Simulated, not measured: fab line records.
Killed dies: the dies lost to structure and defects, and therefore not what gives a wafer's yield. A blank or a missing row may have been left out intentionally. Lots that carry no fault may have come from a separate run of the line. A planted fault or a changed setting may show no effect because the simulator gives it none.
fab line records | flow nandHarc
[record] lots = 12 | wafers = 36 | lastDay = 24
route steps=1159 shown A_SGD_CUT@776 A_SLIT@780 A_WL_FILL@811 END@1159
lots that met no fault: taken from a fault-free run of the same line
startH: the number of hours between the record's first day and the start of the first shown wafer of the lot | waitH: time in hours since the lot's previous step | " same as the row above | L1.1+2: a single row standing in for several wafers | - either no value or no given start | * or withheld: withheld | < > ~ a bound
route shown NAME@n: NAME is a module with steps in the file, n the number in the route of the first one | usual: mean/standard deviation of fault-free wafers | same: alike in all rows | chamber/n: place in a boat | sites: readings site by site | _std_site: the values' standard deviation | _edge_site: outer sites' mean less inner sites' | radiusMm: for every site, how far away it sits from the centre of the wafer | mask NAME#n: copy n | behind: the most recent tool/chamber to have shaped the wafer | hold: cause of the lot's hold/its duration in hours/its outcome | device: names the non-switching transistor (n, p or np) | end of line: tests of these same wafers at the route's end | where a step has no rows: the recipe by itself | killed: not the wafer's yield, but the dies lost to structure and defects at the first sort | map: shows each die of a wafer: x if killed, . if not, _ if none is there
set.NAME: the setting the step ran with; set.NAME@STEP: the setting that earlier step ran with | model.NAME: the simulator's own value behind a step, which no gauge read
the route's steps for a sample of lots (tables are steps, rows are wafers)
services: from which hour (startH, from the record's first day; less than 0 if before it) a tool's chamber was out of use, for how many hours, and why
[[steps]]
[step NHARC_A_SGD_CUT_ETCHBACK_24]
[recipe] targetDepthA = 500 | overEtchFrac = 0.3 | timeS = 92.857 | ionEnergyEv = 120 | ch3fFlowSccm = 50 | o2FlowSccm = 30 | arFlowSccm = 200 | rfW = 500 | biasW = 100 | chemistry = CH3F/O2
[usual] biasW = 99.9/0.32 | drypumpMotorCurrentA = 5.9/0.37 | oesProductAu = 0.98/0.031 | rfVppV = 244.0/1.8 | showerheadPlenumPTorr = 2.44/0.11 | throttleValvePct = 20.664/0.0088
[same] overEtchFrac = 0.3
lot.wafer | tool       | chamber | startH | waitH | biasW | drypumpMotorCurrentA | oesProductAu | rfHoursCounterH | rfVppV | showerheadPlenumPTorr | throttleValvePct
L833.2    | rieDiel-08 | 1       | 316.26 | 0.2   | 100.1 | 5.6                  | 1.01         | 0               | 245.2  | 2.61                  | 20.659
L833.4    | "          | 2       | "      | "     | 100.2 | 5.9                  | 1.01         | 0               | 241.5  | 2.33                  | 20.668
L833.6    | "          | 2       | "      | "     | 99.5  | 5.9                  | 1.00         | -               | 242.6  | 2.33                  | 20.664
L834.1    | rieDiel-05 | 2       | 322.88 | 0.2   | 99.8  | 6.2                  | 1.01         | 14              | 244.6  | 2.48                  | 20.658
L834.3    | "          | 0       | "      | "     | 99.8  | 5.8                  | 0.99         | 14              | 241.6  | 2.41                  | 20.661
L834.6    | "          | 3       | "      | "     | 100.0 | 6.4                  | 0.98         | -               | 245.5  | 2.54                  | 20.658
L836.3    | rieDiel-13 | 1       | 335.14 | 0.1   | 99.5  | 5.7                  | 0.94         | 5               | 245.1  | 2.56                  | 20.663
L836.1    | "          | 3       | "      | "     | 99.9  | 5.2                  | 0.93         | 5               | 243.1  | 2.40                  | 20.669
L836.5    | "          | 2       | "      | "     | 99.8  | 5.6                  | 0.96         | -               | 241.8  | 2.32                  | 20.643
L838.1    | rieDiel-08 | 1       | 345.82 | 0.1   | 100.0 | 5.6                  | 0.99         | 2               | 246.0  | 2.61                  | 20.669
L838.2    | "          | 2       | "      | "     | 100.0 | 5.9                  | 0.99         | 2               | 242.2  | 2.33                  | 20.666
L838.3    | "          | 3       | "      | "     | 100.2 | 5.4                  | 0.99         | 2               | 243.4  | 2.35                  | 20.667
L841.3    | rieDiel-13 | 3       | 369.81 | 0.1   | 100.0 | 5.2                  | 0.93         | 11              | 242.2  | 2.40                  | 20.671
L841.4    | "          | 1       | "      | "     | 99.7  | 5.7                  | 0.92         | 8               | 246.3  | 2.56                  | 20.676
L841.6    | "          | 0       | "      | "     | 100.4 | 6.5                  | 0.94         | -               | 247.4  | 2.62                  | 20.677
L842.2    | rieDiel-05 | 3       | 369.83 | 0.2   | 99.9  | 6.4                  | 0.99         | 1               | 245.8  | 2.54                  | 20.655
L842.4    | "          | 0       | "      | "     | 100.4 | 5.8                  | 0.99         | 1               | 242.6  | 2.41                  | 20.651
L842.3    | "          | 1       | "      | "     | 100.2 | 6.0                  | 1.00         | 1               | 241.2  | 2.29                  | 20.644
L848.4    | rieDiel-08 | 3       | 402.72 | 0.2   | 100.1 | 5.4                  | 1.00         | 7               | 243.3  | 2.35                  | 20.656
L848.3    | "          | 2       | "      | "     | 100.3 | 5.9                  | 1.00         | 7               | 242.3  | 2.33                  | 20.671
L848.5    | "          | 0       | "      | "     | 100.0 | 6.3                  | 1.00         | -               | 242.7  | 2.40                  | 20.670
L850.4    | rieDiel-08 | 0       | 426.17 | 0.2   | 100.0 | 6.3                  | 1.00         | 8               | 245.1  | 2.40                  | 20.669
L850.5    | "          | 1       | "      | "     | 99.8  | 5.6                  | 1.01         | -               | 246.8  | 2.61                  | 20.662
L850.6    | "          | 2       | "      | "     | 99.8  | 5.9                  | 1.00         | -               | 243.6  | 2.33                  | 20.655
L852.3    | rieDiel-08 | 1       | 426.44 | 0.2   | 99.4  | 5.6                  | 0.93         | 9               | 247.8  | 2.61                  | 20.668
L852.2    | "          | 0       | "      | "     | 99.5  | 6.3                  | 0.94         | 8               | 242.0  | 2.40                  | 20.655
L852.6    | "          | 1       | "      | "     | 99.9  | 5.6                  | 0.93         | -               | 246.4  | 2.61                  | 20.664
L851.1    | rieDiel-08 | 0       | 436.05 | 0.1   | 100.3 | 6.3                  | 0.96         | 9               | 243.6  | 2.40                  | 20.664
L851.2    | "          | 2       | "      | "     | 100.1 | 5.9                  | 0.96         | 9               | 243.4  | 2.33                  | 20.664
L851.6    | "          | 0       | "      | "     | 100.3 | 6.3                  | 0.97         | -               | 245.1  | 2.40                  | 20.672
L855.3    | rieDiel-05 | 1       | 455.08 | 0.1   | 100.5 | 5.9                  | 1.01         | 10              | 242.9  | 2.29                  | 20.655
L855.4    | "          | 2       | "      | "     | 99.7  | 6.2                  | 0.99         | 9               | 245.0  | 2.48                  | 20.670
L855.1    | "          | 0       | "      | "     | 99.9  | 5.8                  | 1.00         | 11              | 243.0  | 2.40                  | 20.665
L856.2    | rieDiel-05 | 0       | 455.25 | 0.2   | 100.2 | 5.8                  | 1.00         | 11              | 244.1  | 2.41                  | 20.679
L856.3    | "          | 2       | "      | "     | 99.8  | 6.2                  | 1.01         | 9               | 245.1  | 2.48                  | 20.665
L856.6    | "          | 0       | "      | "     | 100.3 | 5.8                  | 1.00         | -               | 242.4  | 2.40                  | 20.664
[step NHARC_A_SLIT_DEP_00]
[recipe] targetThkA = 32000 | tempC = 400 | material = aC
[usual] throttleValvePct = 34.998/0.0095
lot.wafer | tool      | chamber | startH | waitH | throttleValvePct
L833.2    | aclDep-01 | 0       | 317.23 | -     | 35.003
L833.4    | "         | 0       | "      | "     | 34.987
L833.6    | "         | 0       | "      | "     | 35.001
L834.1    | aclDep-02 | 0       | 325.47 | -     | 35.006
L834.3    | "         | 0       | "      | "     | 34.998
L834.6    | "         | 0       | "      | "     | 34.976
L836.1    | aclDep-02 | 0       | 335.79 | -     | 34.996
L836.3    | "         | 0       | "      | "     | 34.990
L836.5    | "         | 0       | "      | "     | 34.980
L838.1    | aclDep-02 | 0       | 346.48 | -     | 34.996
L838.2    | "         | 0       | "      | "     | 35.001
L838.3    | "         | 0       | "      | "     | 35.017
L841.3    | aclDep-01 | 0       | 372.91 | -     | 34.995
L841.4    | "         | 0       | "      | "     | 35.001
L841.6    | "         | 0       | "      | "     | 35.008
L842.2    | aclDep-03 | 0       | 374.38 | -     | 35.002
L842.3    | "         | 0       | "      | "     | 34.994
L842.4    | "         | 0       | "      | "     | 35.009
L848.3    | aclDep-01 | 0       | 404.01 | -     | 34.994
L848.4    | "         | 0       | "      | "     | 35.008
L848.5    | "         | 0       | "      | "     | 35.017
L850.4    | aclDep-02 | 0       | 427.75 | -     | 34.995
L850.5    | "         | 0       | "      | "     | 34.994
L850.6    | "         | 0       | "      | "     | 35.010
L852.2    | aclDep-02 | 0       | 429.05 | -     | 34.992
L852.3    | "         | 0       | "      | "     | 35.009
L852.6    | "         | 0       | "      | "     | 34.995
L851.1    | aclDep-02 | 0       | 436.92 | -     | 34.996
L851.2    | "         | 0       | "      | "     | 35.000
L851.6    | "         | 0       | 438.54 | -     | 34.992
L855.1    | aclDep-02 | 0       | 455.78 | -     | 34.994
L855.3    | "         | 0       | "      | "     | 34.985
L855.4    | "         | 0       | "      | "     | 35.007
L856.2    | aclDep-03 | 0       | 456.34 | -     | 35.014
L856.3    | "         | 0       | "      | "     | 35.011
L856.6    | "         | 0       | "      | "     | 34.995
[step NHARC_A_SLIT_ETCH_26]
[recipe] biasV = 400 | sourceW = 2000 | pressureMtorr = 25 | timeS = 90 | arFlowSccm = 375 | c4f8FlowSccm = 41.7 | o2FlowSccm = 83.3 | targetDepthA = 4000 | chemistry = C4F8/O2/Ar
[usual] drypumpMotorCurrentA = 5.8/0.48 | showerheadPlenumPTorr = 3.846/0.023 | throttleValvePct = 27.620/0.0092
lot.wafer | tool       | chamber | startH | waitH | drypumpMotorCurrentA | rfHoursCounterH | showerheadPlenumPTorr | throttleValvePct
L833.2    | harEtch-02 | 0       | 322.01 | 1.0   | 6.3                  | 175             | 3.878                 | 27.631
L833.4    | "          | 0       | "      | "     | 6.4                  | -               | 3.878                 | 27.625
L833.6    | "          | 0       | "      | "     | 6.4                  | -               | 3.878                 | 27.632
L834.1    | harEtch-02 | 1       | 333.27 | 1.0   | 5.2                  | 180             | 3.875                 | 27.614
L834.3    | "          | 0       | "      | "     | 6.4                  | -               | 3.875                 | 27.622
L834.6    | "          | 1       | "      | "     | 5.2                  | -               | 3.875                 | 27.609
L836.1    | harEtch-02 | 1       | 340.88 | 1.0   | 5.2                  | 182             | 3.875                 | 27.604
L836.3    | "          | 1       | "      | "     | 5.2                  | -               | 3.874                 | 27.606
L836.5    | "          | 1       | "      | "     | 5.2                  | -               | 3.874                 | 27.611
L838.2    | harEtch-02 | 1       | 351.63 | 1.3   | 5.2                  | 187             | 3.871                 | 27.618
L838.1    | "          | 0       | "      | "     | 6.4                  | 187             | 3.871                 | 27.625
L838.3    | "          | 1       | "      | "     | 5.2                  | -               | 3.872                 | 27.614
L841.3    | harEtch-02 | 0       | 377.47 | 0.8   | 6.4                  | -               | 3.864                 | 27.617
L841.4    | "          | 1       | "      | "     | 5.2                  | -               | 3.864                 | 27.618
L841.6    | "          | 1       | "      | "     | 5.2                  | -               | 3.865                 | 27.625
L842.2    | harEtch-01 | 1       | 379.02 | 1.2   | 5.9                  | 27              | 3.823                 | 27.631
L842.3    | "          | 1       | "      | "     | 6.0                  | -               | 3.823                 | 27.620
L842.4    | "          | 0       | "      | "     | 5.8                  | -               | 3.823                 | 27.623
L848.4    | harEtch-02 | 0       | 410.12 | 0.8   | 6.4                  | -               | 3.856                 | 27.619
L848.3    | "          | 1       | "      | "     | 5.2                  | -               | 3.856                 | 27.620
L848.5    | "          | 1       | "      | "     | 5.2                  | -               | 3.856                 | 27.638
L850.4    | harEtch-02 | 1       | 431.95 | 0.6   | 5.2                  | -               | 3.853                 | 27.619
L850.6    | "          | 0       | "      | "     | 6.4                  | -               | 3.853                 | 27.624
L850.5    | "          | 1       | "      | "     | 5.2                  | -               | 3.852                 | 27.620
L852.2    | harEtch-02 | 1       | 433.83 | 1.2   | 5.2                  | 220             | 3.852                 | 27.623
L852.3    | "          | 0       | "      | "     | 6.4                  | -               | 3.852                 | 27.613
L852.6    | "          | 0       | "      | "     | 6.4                  | -               | 3.852                 | 27.623
L851.2    | harEtch-02 | 0       | 441.98 | 1.2   | 6.4                  | 226             | 3.849                 | 27.626
L851.1    | "          | 1       | "      | "     | 5.2                  | 226             | 3.849                 | 27.609
L851.6    | "          | 1       | "      | "     | 5.2                  | -               | 3.849                 | 27.624
L855.1    | harEtch-02 | 0       | 461.60 | 1.2   | 6.4                  | 231             | 3.846                 | 27.600
L855.4    | "          | 0       | "      | "     | 6.4                  | -               | 3.846                 | 27.624
L855.3    | "          | 1       | "      | "     | 5.2                  | -               | 3.845                 | 27.608
L856.2    | harEtch-02 | 1       | 463.33 | 1.0   | 5.2                  | 233             | 3.845                 | 27.631
L856.3    | "          | 0       | "      | "     | 6.4                  | -               | 3.845                 | 27.613
L856.6    | "          | 1       | "      | "     | 5.2                  | -               | 3.844                 | 27.619
[step NHARC_A_WL_FILL_ALD_02]
[recipe] targetThkA = 20 | pulseTimeS = 3 | aldCycles = 100 | tempC = 450 | material = TiN
[usual] aldCycles = 100/0 | heaterPowerW = 1071/130 | precursorPulseHeightRel = 1.001/0.02
lot.wafer | tool        | chamber | startH | waitH | aldCycles | heaterPowerW | precursorPulseHeightRel
L833.4    | aldMetal-03 | 3       | 332.14 | 0.1   | 100       | 1055         | 1.041
L833.2    | "           | 1       | "      | "     | 100       | 1022         | 1.016
L833.6    | "           | 3       | "      | "     | 100       | 1009         | 0.991
L834.1    | aldMetal-03 | 0       | 342.84 | 0.2   | 100       | 1282         | 0.991
L834.3    | "           | 1       | "      | "     | 100       | 992          | 0.995
L834.6    | "           | 0       | "      | "     | 100       | 1355         | 1.009
L836.1    | aldMetal-04 | 2       | 350.22 | 0.2   | 100       | 1023         | 0.978
L836.3    | "           | 3       | "      | "     | 100       | 1028         | 0.996
L836.5    | "           | 2       | "      | "     | 100       | 1050         | 1.030
L838.1    | aldMetal-02 | 2       | 361.09 | 0.2   | 100       | 1143         | 1.035
L838.3    | "           | 3       | "      | "     | 100       | 1002         | 0.990
L838.2    | "           | 0       | "      | "     | 100       | 1085         | 1.025
L841.3    | aldMetal-02 | 2       | 384.68 | 0.1   | 100       | 1157         | 1.013
L841.4    | "           | 0       | "      | "     | 50        | 1040         | 1.001
L841.6    | "           | 2       | "      | "     | 100       | 1140         | 0.975
L842.2    | aldMetal-02 | 0       | 388.42 | 0.2   | 50        | 1064         | 0.974
L842.3    | "           | 1       | "      | "     | 100       | 1145         | 0.986
L842.4    | "           | 2       | "      | "     | 50        | 1108         | 0.974
L848.4    | aldMetal-03 | 2       | 417.99 | 0.1   | 100       | 797          | 1.008
L848.3    | "           | 3       | "      | "     | 100       | 1025         | 1.006
L848.5    | "           | 3       | "      | "     | 100       | 1018         | 1.015
L850.4    | aldMetal-03 | 1       | 441.41 | 0.2   | 100       | 962          | 1.001
L850.5    | "           | 2       | "      | "     | 100       | 824          | 1.034
L850.6    | "           | 3       | "      | "     | 100       | 1019         | 0.998
L852.3    | aldMetal-04 | 3       | 441.52 | 0.2   | 100       | 1063         | 0.992
L852.2    | "           | 1       | "      | "     | 100       | 1237         | 1.015
L852.6    | "           | 2       | "      | "     | 100       | 1024         | 0.989
L851.1    | aldMetal-02 | 3       | 451.42 | 0.3   | 100       | 987          | 1.001
L851.2    | "           | 0       | "      | "     | 100       | 1069         | 1.026
L851.6    | "           | 1       | "      | "     | 100       | 1199         | 0.984
L855.4    | aldMetal-02 | 2       | 471.09 | 0.1   | 100       | 1162         | 0.988
L855.1    | "           | 3       | "      | "     | 100       | 984          | 0.967
L855.3    | "           | 0       | "      | "     | 100       | 1051         | 1.008
L856.2    | aldMetal-03 | 2       | 471.22 | 0.2   | 100       | 806          | 0.979
L856.3    | "           | 1       | "      | "     | 100       | 1010         | 1.000
L856.6    | "           | 2       | "      | "     | 100       | 802          | 1.023
[step NHARC_END_SORT_01]
[recipe] tempC = 25
[usual] killedAtArray = 29/11 | killedAtOther = 0.6/0.92 | killedAtPeriphery = 3.2/2 | killedDies = 33/11 | killedOpen = 3.2/2 | killedShort = 1.9/1.5
[same] grossDies = 677
lot.wafer | tool      | chamber | startH | waitH | killedAtArray | killedAtOther | killedAtPeriphery | killedDies | killedOpen | killedShort
L842.2    | prober-02 | 0       | 493.71 | 2.8   | 674           | 0             | 3                 | 677        | 2          | 4
L842.3    | prober-02 | 0       | 494.51 | 3.1   | 21            | 1             | 1                 | 23         | 4          | 3
L842.4    | prober-02 | 0       | 495.32 | 3.4   | 673           | 0             | 4                 | 677        | 0          | 3
L841.3    | prober-01 | 0       | 494.48 | 3.1   | 46            | 1             | 5                 | 52         | 4          | 4
L841.4    | prober-01 | 0       | 495.29 | 3.4   | 671           | 2             | 4                 | 677        | 10         | 3
L841.6    | prober-01 | 0       | 496.91 | 4.1   | 43            | 0             | 3                 | 46         | 5          | 1
// killed by level:class
L842.2 A_WL_FILL:areaAld=657 A_STAIRCASE:chamberFilmFlake=7 A_CHANNEL_FILL_D1:geometricParticle:short=2 P_BONDPAD:chamberFilmFlake=2 A_CONTACT:chamberFilmFlake=2 A_CHANNEL_HOLE_D1:chamberFilmFlake=2 P_ZERO_WELL:geometricParticle:short=1 A_STAIRCASE:geometricParticle:open=1
L841.3 A_CHANNEL_HOLE_D1:chamberFilmFlake=23 A_SLIT:chamberFilmFlake=11 A_CONTACT:chamberFilmFlake=3 A_CONTACT:geometricParticle:open=2 P_STI:chamberFilmFlake=2 A_ZERO_WELL:chamberFilmFlake=2 P_CONTACT:geometricParticle:short=1 A_ONON_D1:geometricParticle:short=1
L842.3 A_CHANNEL_HOLE_D1:chamberFilmFlake=7 A_STAIRCASE:chamberFilmFlake=4 A_CONTACT:geometricParticle:open=3 A_ZERO_WELL:chamberFilmFlake=3 A_CHANNEL_FILL_D1:geometricParticle:open=1 A_CHANNEL_FILL_D1:geometricParticle:short=1 A_SGD_CUT:geometricParticle:short=1 A_CONTACT:geometricParticle:short=1
L841.4 A_WL_FILL:areaAld=613 A_CHANNEL_HOLE_D1:chamberFilmFlake=25 A_SLIT:chamberFilmFlake=15 A_CHANNEL_FILL_D1:chamberFilmFlake=4 A_CONTACT:geometricParticle:open=3 A_BLC:geometricParticle:open=2 A_STAIRCASE:chamberFilmFlake=2 A_CONTACT:chamberFilmFlake=2
L842.4 A_WL_FILL:areaAld=664 A_CHANNEL_HOLE_D1:chamberFilmFlake=2 A_STAIRCASE:chamberFilmFlake=2 A_CONTACT:chamberFilmFlake=2 P_STI:geometricParticle:short=1 P_CONTACT:geometricParticle:short=1 A_WL_FILL:geometricParticle:short=1 P_ZERO_WELL:chamberFilmFlake=1
L841.6 A_CHANNEL_HOLE_D1:chamberFilmFlake=20 A_SLIT:chamberFilmFlake=13 A_CONTACT:chamberFilmFlake=3 P_CONTACT:geometricParticle:open=1 A_ONON_D1:geometricParticle:open=1 A_SGD_CUT:geometricParticle:open=1 A_WL_FILL:geometricParticle:short=1 A_WL_FILL:geometricParticle:open=1
[[services]]
tool        | chamber | startH | hours | kind
aclDep-01   | -       | 293.00 | 13.0  | pm
aldMetal-04 | -       | 295.34 | 1.2   | repair
rieDiel-08  | -       | 302.00 | 9.0   | pm
aldMetal-03 | 0       | 309.43 | 4.5   | repair
rieDiel-13  | 0       | 321.48 | 4.0   | repair
aldMetal-03 | -       | 322.00 | 10.0  | pm
aldMetal-04 | 0       | 333.22 | 26.9  | repair
rieDiel-05  | -       | 340.60 | 9.0   | pm
aldMetal-02 | 1       | 341.87 | 3.0   | repair
rieDiel-13  | 0       | 349.35 | 7.8   | repair
aclDep-02   | -       | 350.65 | 13.0  | pm
rieDiel-13  | 1       | 355.52 | 13.5  | repair
rieDiel-05  | 1       | 355.57 | 6.6   | repair
rieDiel-05  | 3       | 364.36 | 1.8   | repair
rieDiel-08  | -       | 369.52 | 0.6   | repair
rieDiel-05  | 2       | 373.51 | 1.6   | repair
rieDiel-05  | 3       | 383.23 | 4.3   | repair
rieDiel-08  | 0       | 388.73 | 6.3   | repair
aclDep-03   | -       | 405.20 | 13.0  | pm
rieDiel-05  | -       | 406.41 | 1.4   | repair
rieDiel-13  | 2       | 412.41 | 3.2   | repair
aldMetal-02 | -       | 433.19 | 0.5   | repair
harEtch-02  | -       | 446.36 | 11.7  | repair
aldMetal-03 | 1       | 448.42 | 9.4   | repair
[[key]]
[firstSign] step = NHARC_A_WL_FILL_ALD_02 | reading = aldCycles | direction = down | sigmas = 99+ | usual = 100 | struck = 50
[effect] step = NHARC_END_SORT_01 | reading = killedAtArray | direction = up | sigmas = 61 | usual = 29 | struck = 673
[moreKillsBornAt] NHARC_A_WL_FILL_ALD_02@aldMetal-02 = 1934
metAt NHARC_A_WL_FILL_ALD_02
struckLots L841,L842
struckWafers L841.4,L842.2,L842.4
laterRowsLeftOut L841.4,L842.2,L842.4
testerLeftOut L841,L842
notActingAt NHARC_A_SGD_CUT_ETCHBACK_24,NHARC_A_SLIT_DEP_00,NHARC_A_SLIT_ETCH_26
onsetBetween 361.09 384.68
[fault] kind = processParameterDrift | tool = aldMetal-02 | chamber = - | onsetH = 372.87 | steps = NHARC_A_WL_FILL_ALD_02 | channel = aldCycles | offset = -50 | shape = step | endH = 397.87 | scope = struckWafersOnly | actsIn = theseRecipesOnly | stated = 100
// testerLeftOut: of these lots the tester's yield and bins aren't shown, on N5 and GAA mostly nor the transistor test; their killed dies are dies lost to structure and defects alone, not to doping, threshold or leakage, so they don't give the yield
// laterRowsLeftOut: the simulator's readings of these wafers behind a module that went badly wrong aren't trusted and aren't shown, but for the sort
